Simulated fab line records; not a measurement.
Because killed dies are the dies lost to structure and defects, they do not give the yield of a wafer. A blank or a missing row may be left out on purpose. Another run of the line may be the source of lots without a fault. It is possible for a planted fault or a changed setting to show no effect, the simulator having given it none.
fab line records	flow n5Finfet
record lots=11	wafers=30	lastDay=17
route steps=1938 shown BEOL_M6@1208 PASSIVATION@1936
lots that met no fault: from a run of the same line without faults
startH: hours from the record's opening day to when the first of the lot's shown wafers began	waitH: hours from the lot's prior step to this one	" the same as in the row above	L1.1+2: one row covering several wafers at once	- no value, or no start given	* or withheld: withheld	< > ~ a bound
route shown NAME@n: a module of which the file shows steps, and the number in the route of the first	usual: mean/standard deviation taken from wafers without a fault	same: alike in all rows	chamber/n: place in a boat	sites: per-site readings	_std_site: standard deviation across them	_edge_site: outer sites' mean less inner sites'	radiusMm: for every site, how far away it sits from the centre of the wafer	mask NAME#n: copy n	behind: the most recent tool/chamber to have shaped the wafer	hold: the reason the lot was held/the length of the hold in hours/how it ended	device: which transistor (n, p or np) failed to switch	end of line: tests of these same wafers at the route's end	a step given without rows: its recipe and nothing more	killed: not the wafer's yield, but the dies lost to structure and defects at the first sort	map: a wafer's dies, x killed, . not, _ none there
set.NAME: the run value of the setting; set.NAME@STEP: its run value at that earlier step	model.NAME: the simulator's own value behind a step, which no gauge read
a sample of lots followed through the steps of the route, with each step as a table and each wafer as a row
services: from which hour (startH, from the record's first day; less than 0 if before it) a tool's chamber was out of use, for how many hours, and why
## steps
# step N5_BEOL_M6_OVL_MEAS_12
# recipe pointsPerWafer=44
# usual M6_OVL=-0.3/0.73
lot.wafer	tool	chamber	startH	waitH	M6_OVL[nm]
L214.1	overlay-02	0	185.12	0.0	-0.2
L214.4	"	0	"	"	0.1
L214.6	"	0	"	"	-1.5
L216.3	overlay-01	0	188.44	0.0	0.5
L216.4	"	0	"	"	-0.3
L216.6	"	0	"	"	-1.1
L215.1	overlay-02	0	205.13	0.0	-0.8
L215.2	"	0	"	"	-1.9
L219.4	overlay-02	0	211.00	0.0	0.6
L219.5	"	0	"	"	0.3
L218.1	overlay-01	0	213.32	0.0	-0.1
L218.4	"	0	"	"	-0.4
L218.6	"	0	"	"	-1.6
L222.1	overlay-02	0	235.68	0.0	-0.2
L222.2	"	0	"	"	-0.6
L222.3	"	0	"	"	-0.1
L224.2	overlay-01	0	257.41	0.0	1.0
L224.4	"	0	"	"	-0.1
L224.5	"	0	"	"	-0.1
L234.3	overlay-02	0	311.25	0.0	1.7
L234.5	"	0	"	"	1.1
L234.6	"	0	"	"	0.6
L232.1	overlay-02	0	311.31	0.0	-0.5
L232.4	"	0	"	"	-0.8
L232.5	"	0	"	"	0.6
L233.1	overlay-02	0	311.88	0.0	1.1
L233.4	"	0	"	"	-0.3
L235.1	overlay-01	0	318.99	0.0	0.3
L235.2	"	0	"	"	-0.1
L235.3	"	0	"	"	0.7
# step N5_BEOL_M6_OVL_MEAS_29
# recipe pointsPerWafer=522
# usual V5_OVL=-0.1/0.7
lot.wafer	tool	chamber	startH	waitH	V5_OVL[nm]
L214.1	overlay-01	0	187.31	0.0	-0.2
L214.4	"	0	"	"	-0.7
L214.6	"	0	"	"	-0.3
L216.3	overlay-01	0	190.03	0.0	0.0
L216.4	"	0	"	"	-0.1
L216.6	"	0	"	"	-0.1
L215.1	overlay-01	0	207.30	0.0	0.1
L215.2	"	0	"	"	0.5
L219.4	overlay-01	0	212.04	0.0	0.5
L219.5	"	0	"	"	0.8
L218.1	overlay-01	0	214.20	0.0	-0.8
L218.4	"	0	"	"	0.2
L218.6	"	0	"	"	0.0
L222.1	overlay-02	0	236.57	0.0	0.9
L222.2	"	0	"	"	-0.3
L222.3	"	0	"	"	1.0
L224.2	overlay-01	0	259.97	0.0	0.2
L224.4	"	0	"	"	0.6
L224.5	"	0	"	"	1.2
L234.3	overlay-02	0	312.72	0.0	-0.1
L234.5	"	0	"	"	-0.7
L234.6	"	0	"	"	-0.7
L232.1	overlay-01	0	312.87	0.0	-0.2
L232.4	"	0	"	"	0.0
L232.5	"	0	"	"	0.4
L233.1	overlay-01	0	313.06	0.0	0.9
L233.4	"	0	"	"	0.8
L235.1	overlay-02	0	320.02	0.0	0.1
L235.2	"	0	"	"	-0.2
L235.3	"	0	"	"	-0.5
# step N5_BEOL_M6_ETCH_66
# recipe chemistry=N2/H2	target=SOC	targetDepthA=800	overetchA=160	maskMaterial=SiARC	tempC=40	timeS=120	ionEnergyEv=200	pressureMtorr=30	sourceW=840	biasW=150	n2FlowSccm=200	h2FlowSccm=200
# usual drypumpMotorCurrentA=5.7/0.42	n2FlowSccm=200.0/0.59	oesProductAu=0.64/0.054	rfFwdPowerW=835.9/2.8	rfVppV=523.1/2.2	showerheadPlenumPTorr=2.51/0.079	tempC=39.99/0.12	throttleValvePct=17.83/0.17
lot.wafer	tool	chamber	startH	waitH	drypumpMotorCurrentA	n2FlowSccm	oesProductAu	rfFwdPowerW	rfHoursCounterH	rfVppV	showerheadPlenumPTorr	tempC	throttleValvePct
L214.1	rieDiel-02	2	188.34	0.0	5.5	201.5	0.65	837.2	65	521.7	2.47	39.96	17.89
L214.4	"	1	"	"	6.7	200.3	0.67	836.4	-	521.6	2.48	39.86	17.58
L214.6	"	0	"	"	5.7	200.2	0.73	841.9	-	527.1	2.60	39.96	17.74
L216.3	rieDiel-02	2	190.36	0.0	5.5	199.5	0.65	833.7	67	522.6	2.47	40.04	17.90
L216.4	"	1	"	"	6.6	200.1	0.67	831.3	-	522.7	2.48	39.97	17.58
L216.6	"	0	"	"	5.6	199.8	0.72	843.2	-	526.9	2.60	39.99	17.72
L215.1	rieDiel-04	3	207.47	0.0	6.4	200.2	0.52	834.6	248	526.0	2.62	40.10	18.21
L215.2	"	1	"	"	5.9	199.7	0.66	829.2	56	520.9	2.48	39.81	17.71
L219.4	rieDiel-02	0	212.23	0.0	5.6	200.6	0.70	841.3	22	525.0	2.60	40.03	17.75
L219.5	"	0	"	"	5.6	200.4	0.70	836.8	-	524.5	2.60	39.92	17.73
L218.1	rieDiel-04	2	214.37	0.0	6.1	200.0	0.64	833.3	78	523.8	2.56	40.14	17.53
L218.4	"	2	"	"	6.2	199.9	0.63	833.4	-	524.9	2.56	40.09	17.51
L218.6	"	0	"	"	5.2	199.5	0.60	838.6	-	521.1	2.45	40.08	18.14
L222.1	rieDiel-04	3	236.74	0.0	6.4	200.3	0.76	837.0	1	524.6	2.62	39.79	17.79
L222.2	"	1	"	"	5.8	200.8	0.64	835.9	68	522.4	2.48	39.75	17.75
L222.3	"	0	"	"	5.2	201.2	0.59	837.7	135	520.6	2.44	40.13	18.15
L224.2	rieDiel-04	1	260.14	0.0	5.8	200.2	0.63	832.7	75	522.6	2.47	39.82	17.75
L224.4	"	2	"	"	6.1	199.8	0.61	634.2	-	573.3	2.56	40.04	17.52
L224.5	"	1	"	"	5.8	201.4	0.64	837.3	-	521.9	2.47	39.83	17.75
L234.3	rieDiel-02	0	312.88	0.0	5.7	200.5	0.66	838.8	55	524.8	2.59	40.08	17.80
L234.5	"	0	"	"	5.6	200.6	0.65	835.3	-	525.9	2.59	39.99	17.82
L234.6	"	3	"	"	5.6	200.3	0.65	835.2	-	528.1	2.70	40.19	17.69
L232.1	rieDiel-02	1	313.27	0.0	6.6	199.7	0.63	836.9	81	522.5	2.46	40.10	17.65
L232.4	"	3	"	"	5.6	199.1	0.65	833.7	41	528.5	2.70	40.16	17.68
L232.5	"	2	"	"	5.5	199.2	0.60	833.8	-	521.8	2.45	40.15	17.97
L233.1	rieDiel-03	3	313.36	0.0	5.3	199.9	0.52	843.4	239	519.2	2.40	39.92	18.04
L233.4	"	0	"	"	5.5	200.3	0.66	838.6	60	522.6	2.47	40.01	17.80
L235.1	rieDiel-04	0	320.32	0.0	5.2	199.3	0.59	834.6	148	520.5	2.44	40.16	18.17
L235.2	"	3	"	"	6.4	200.9	0.67	834.7	34	524.6	2.60	40.13	17.86
L235.3	"	2	"	"	6.2	200.5	0.59	831.8	119	523.9	2.55	39.89	17.58
# step N5_BEOL_M6_STRIP_36
# recipe chemistry=N2/H2	powerW=450	tempC=40	pressureMtorr=20	rfFrequencyHz=6e+07	overashFraction=0.3	biasPowerW=7	h2Frac=0.5	n2FlowSccm=200	h2FlowSccm=200
# usual drypumpMotorCurrentA=5.7/0.42	n2FlowSccm=200.0/0.6	oesProductAu=0.84/0.071	rfVppV=59.0/1.4	showerheadPlenumPTorr=2.51/0.079	tempC=40.00/0.11	throttleValvePct=23.70/0.21
lot.wafer	tool	chamber	startH	waitH	drypumpMotorCurrentA	n2FlowSccm	oesProductAu	rfHoursCounterH	rfVppV	showerheadPlenumPTorr	tempC	throttleValvePct
L214.1	rieDiel-02	2	188.50	0.0	5.5	200.7	0.86	65	56.9	2.47	40.14	23.93
L214.4	"	1	"	"	6.7	201.0	0.88	-	59.1	2.47	40.03	23.44
L214.6	"	0	"	"	5.7	200.4	0.94	-	58.8	2.60	39.92	23.73
L216.3	rieDiel-02	2	190.52	0.0	5.5	199.4	0.85	67	56.2	2.47	40.02	23.97
L216.4	"	1	"	"	6.7	200.5	0.88	-	58.0	2.47	40.14	23.45
L216.6	"	0	"	"	5.7	201.0	0.93	-	58.7	2.60	40.01	23.70
L215.1	rieDiel-04	3	207.63	0.0	6.4	199.7	0.67	249	60.0	2.61	40.11	24.02
L215.2	"	1	"	"	5.8	200.6	0.86	56	58.2	2.48	39.67	23.65
L219.4	rieDiel-02	0	212.38	0.0	5.6	200.4	0.92	22	60.2	2.60	40.15	23.74
L219.5	"	0	"	"	5.7	199.7	0.92	-	59.7	2.60	40.08	23.69
L218.1	rieDiel-04	2	214.52	0.0	6.1	200.3	0.84	78	58.9	2.56	40.25	23.26
L218.4	"	2	"	"	6.1	200.2	0.84	-	59.6	2.56	40.08	23.25
L218.6	"	0	"	"	5.2	200.6	0.80	-	58.6	2.44	40.07	24.08
L222.1	rieDiel-04	3	236.89	0.0	6.4	198.8	0.98	1	59.7	2.61	39.88	23.74
L222.2	"	1	"	"	5.8	200.0	0.85	68	60.0	2.47	39.99	23.64
L222.3	"	0	"	"	5.2	199.7	0.77	136	58.3	2.44	40.12	24.11
L224.2	rieDiel-04	1	260.29	0.0	5.8	198.9	0.84	76	58.4	2.47	40.04	23.66
L224.4	"	2	"	"	6.1	200.6	0.83	-	59.3	2.55	40.01	23.29
L224.5	"	1	"	"	5.8	198.6	0.83	-	58.2	2.47	39.72	23.67
L234.3	rieDiel-02	0	313.03	0.0	5.6	200.3	0.85	55	61.1	2.58	40.15	23.75
L234.5	"	0	"	"	5.6	199.7	0.86	-	57.7	2.58	39.94	23.75
L234.6	"	3	"	"	5.6	200.3	0.86	-	58.6	2.70	40.00	23.65
L232.1	rieDiel-02	1	313.42	0.0	6.7	199.6	0.82	81	59.9	2.46	39.86	23.50
L232.4	"	3	"	"	5.5	200.4	0.85	41	58.4	2.70	40.03	23.61
L232.5	"	2	"	"	5.5	199.8	0.81	-	60.7	2.45	39.94	23.99
L233.1	rieDiel-03	3	313.52	0.0	5.3	200.1	0.67	239	59.4	2.40	39.82	23.79
L233.4	"	0	"	"	5.4	200.1	0.87	60	58.9	2.46	39.86	23.62
L235.1	rieDiel-04	0	320.47	0.0	5.1	200.6	0.78	148	59.9	2.43	40.14	24.16
L235.2	"	3	"	"	6.4	199.8	0.89	34	58.8	2.60	40.09	23.80
L235.3	"	2	"	"	6.2	199.8	0.78	119	57.3	2.54	40.07	23.30
# step N5_PASSIVATION_PROBE_49
# usual defectLimitedYield=91.4/1.4	killed_at_M0_to_M3=32/10	killed_at_M4_up=13/5.6	killedAtContacts=13/6.6	killedAtFrontEnd=39/13	killedAtOther=3.4/2.8	killedDies=101/17	killedOpen=66/13	killedShort=33/7	sort_bin_5_function=5.0/0.93	sort_bin_6_memory=3.2/0.65	sort_bin_8_speed=0.01/0.16	sortNPass=1078/17	sortYieldPct=91.4/1.4
# same grossDies=1180	killedAtBackSide=0	sort_bin_4_leakage[%]=0
lot.wafer	tool	chamber	startH	waitH	defectLimitedYield[%]	killed_at_M0_to_M3	killed_at_M4_up	killedAtContacts	killedAtFrontEnd	killedAtOther	killedDies	killedOpen	killedShort	sort_bin_5_function[%]	sort_bin_6_memory[%]	sort_bin_8_speed[%]	sortNPass	sortYieldPct[%]
L235.1	prober-01	-	408.39	0.0	89.7	37	6	14	59	6	122	80	33	6.2	3.1	0	1058	89.7
L235.2	prober-01	-	408.44	0.1	89.2	31	13	10	63	10	127	85	40	5.9	4.4	0	1053	89.2
L235.3	prober-01	-	408.49	0.1	88.2	37	14	12	72	4	139	102	36	7.0	4.5	0	1041	88.2
# killed by level:class
L235.1 FIN_SAQP:geometricParticle:open=16 STI_FIN_REVEAL:geometricParticle:open=14 BEOL_M1:geometricParticle:open=12 MOL_CONTACT_COAG:geometricParticle:open=11 HKMG_FIN:areaEtch=8 FIN_SAQP:geometricParticle:short=7 BEOL_M3:geometricParticle:open=7 STI_FIN_REVEAL:geometricParticle:short=4
L235.2 FIN_SAQP:geometricParticle:open=16 STI_FIN_REVEAL:geometricParticle:open=12 BEOL_M3:geometricParticle:open=12 FIN_SAQP:geometricParticle:short=10 MOL_CONTACT_COAG:geometricParticle:open=8 GATE_CUT:geometricParticle:short=6 BEOL_M0:geometricParticle:open=5 BEOL_M1:geometricParticle:open=5
L235.3 FIN_SAQP:geometricParticle:open=24 STI_FIN_REVEAL:geometricParticle:open=16 BEOL_M1:geometricParticle:open=13 FIN_SAQP:geometricParticle:short=11 MOL_CONTACT_COAG:geometricParticle:open=11 BEOL_M4:geometricParticle:open=7 STI_FIN_REVEAL:geometricParticle:short=6 GATE_CUT:geometricParticle:short=6
## services
tool	chamber	startH	hours	kind
rieDiel-02	3	166.92	-	clean
rieDiel-02	3	166.92	-	consumableReplace:focusRing
rieDiel-02	3	166.92	-	consumableReplace:showerhead
rieDiel-02	3	166.92	25.5	scheduledDown
rieDiel-02	3	166.92	25.5	ventCycle
rieDiel-04	3	212.00	-	clean
rieDiel-04	3	212.00	-	consumableReplace:focusRing
rieDiel-04	3	212.00	22.3	scheduledDown
rieDiel-04	3	212.00	22.3	ventCycle
rieDiel-04	0	259.93	44.6	repair
rieDiel-03	1	300.65	1.3	repair
rieDiel-04	0	315.19	1.6	repair
## key
firstSign step=N5_BEOL_M6_ETCH_66	reading=rfFwdPowerW	direction=down	sigmas=72	usual=*	struck=*
effect step=N5_BEOL_M6_ETCH_66	reading=rfVppV	direction=up	sigmas=22	usual=523.1	struck=573.3
metAt N5_BEOL_M6_ETCH_66
struckLots L224
struckWafers L224.4
notActingAt N5_BEOL_M6_OVL_MEAS_12,N5_BEOL_M6_OVL_MEAS_29,N5_BEOL_M6_STRIP_36
onsetBetween 214.37 260.14
fault kind=processParameterDrift	tool=rieDiel-04	chamber=2	onsetH=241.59	steps=N5_BEOL_M6_ETCH_66	channel=sourceW	offset=-201.6	shape=step	endH=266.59	actsIn=theseRecipesOnly	stated=840
